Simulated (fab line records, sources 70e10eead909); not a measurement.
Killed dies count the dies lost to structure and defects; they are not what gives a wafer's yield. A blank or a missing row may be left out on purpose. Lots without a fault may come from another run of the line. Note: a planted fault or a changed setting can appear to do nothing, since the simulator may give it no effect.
A struck lot beside a sound one -- flow nand harc -- 23 steps out of a route of 1159
Sound: these wafers, L118.3, L118.4, L118.5. Wafers L110.1, L110.4, L110.6 were the ones struck. Last of all comes the cause.
At each step with rows: each side's tool, then ch and its chambers, then its first start. Under that, the readings that differ: sound wafers -- struck wafers -- difference of the means -- sigmas: that difference in standard deviations of wafers without a fault.
alike: a reading whose means differ by less than 2 such deviations, as well as words and numbers matching on both sides. not compared: withheld readings; readings where some wafer has no value; bounds like >300 that might hide an equal value; numbers whose values overlap and for which the record gives no deviation.
Wherever a step has rows on one side only, a row that says differs or no value, or a row with sigmas, the two part there. Non-overlapping numbers with no deviation appear without sigmas and do not part them. A reading missing from all wafers of one side parts the sides only when that side holds two or more wafers.

first, 12 steps without rows for these wafers: NHARC_P_GATE_PRECLEAN_71 (cleans in SC1); NHARC_P_GATE_SRD_72; NHARC_P_GATE_OXIDE_16 (material SiO2, target thk 3 nm, ox time 392 s); NHARC_P_GATE_CVD_17 (deposits poly-Si, target thk 150 nm, time 900 s); NHARC_P_GATE_HM_DEP_102 (deposits aC, target thk 120 nm); NHARC_P_GATE_DEP_103 (deposits SiON, target thk 30 nm); NHARC_P_GATE_DEHYDRATE_18 (time 120 s); NHARC_P_GATE_HMDS_19 (time 30 s); NHARC_P_GATE_COAT_20 (resist thk 90 nm); NHARC_P_GATE_SOFTBAKE_21 (time 55 s); NHARC_P_GATE_EBR_22; NHARC_P_GATE_EXPOSE_23 (exposes mask P GATE, target cd 120 nm).
NHARC_P_GATE_PEB_24: peb time 65 s.
  sound on litho track-06 ch 0, day 8 20:04; struck on litho track-06 ch 0, day 6 12:05
reading,sound,struck,difference,sigmas
heater power total W (W),156.0 156.7 155.9,231.3 230.3 230.3,+74.4,+99 or more
then, 1 step without rows for these wafers: NHARC_P_GATE_DEVELOP_25 (develop time 35 s).
NHARC_P_GATE_CD_MEAS_26: target cd 120 nm.
  sound on cd sem-02 ch 0, day 8 20:09; struck on cd sem-03 ch 0, day 6 12:10
reading,sound,struck,difference,sigmas
cd nm (nm),120.8 119.7 119.5,149.0 148.5 147.7,+28.4,+44
NHARC_P_GATE_DESCUM_31: chemistry O2, time 3 s.
  sound on rie diel-04 ch 0,1, day 8 20:22; struck on rie diel-02 ch 0,1, day 6 12:22
reading,sound,struck,difference,sigmas
model.P_GATE.cd nm (nm),120.6 120 119.7,149.1 147.6 147.2,+27.9,
  alike: drypump motor current A, oes product au, rf vpp V, showerhead plenum p Torr, throttle valve pct
  not compared: rf hours counter h
then, 4 steps without rows for these wafers: NHARC_P_GATE_ETCH_104 (etches the open film in CF4/CHF3, target depth 60 nm); NHARC_P_GATE_HM_OPEN_105 (chemistry O2/COS, target depth 360 nm); NHARC_P_GATE_STRIP_106 (strips in O2/COS); NHARC_P_GATE_ETCH_114 (etches the open film in CF4/O2, target depth 30 nm, overetch 3 nm, time 16.5 s).
NHARC_P_GATE_ETCH_32: etches the open film in HBr/Cl2, target depth 150 nm, time 100.1 s.
  sound on rie si-02 ch 0,1,3, day 8 20:53; struck on rie si-06 ch 1,2,3, day 6 12:56
reading,sound,struck,difference,sigmas
model.P_GATE.cd nm (nm),125.2 122.2 122.4,150 146.6 147.7,+25,
  alike: bias w, drypump motor current A, oes product au, throttle valve pct
  not compared: rf hours counter h
then, 1 step without rows for these wafers: NHARC_P_GATE_STRIP_108 (strips in O2).
-- the record jumps here: 15 days lie between the struck wafers' starts before and after (it left off in module P_GATE and takes up again in module END, whose first step shown is number 1159 of the route) --
NHARC_END_SORT_01:
  at this point the record logs the struck wafers (prober-01 ch 0, day 21 05:08) and has no rows for the sound ones

== WHERE THEY PART ==
At NHARC_P_GATE_PEB_24 first; at NHARC_END_SORT_01 last (within this record only).

WHY: the cause the simulator had injected
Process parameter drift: litho track-06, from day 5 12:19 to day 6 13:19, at NHARC_P_GATE_PEB_24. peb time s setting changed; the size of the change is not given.
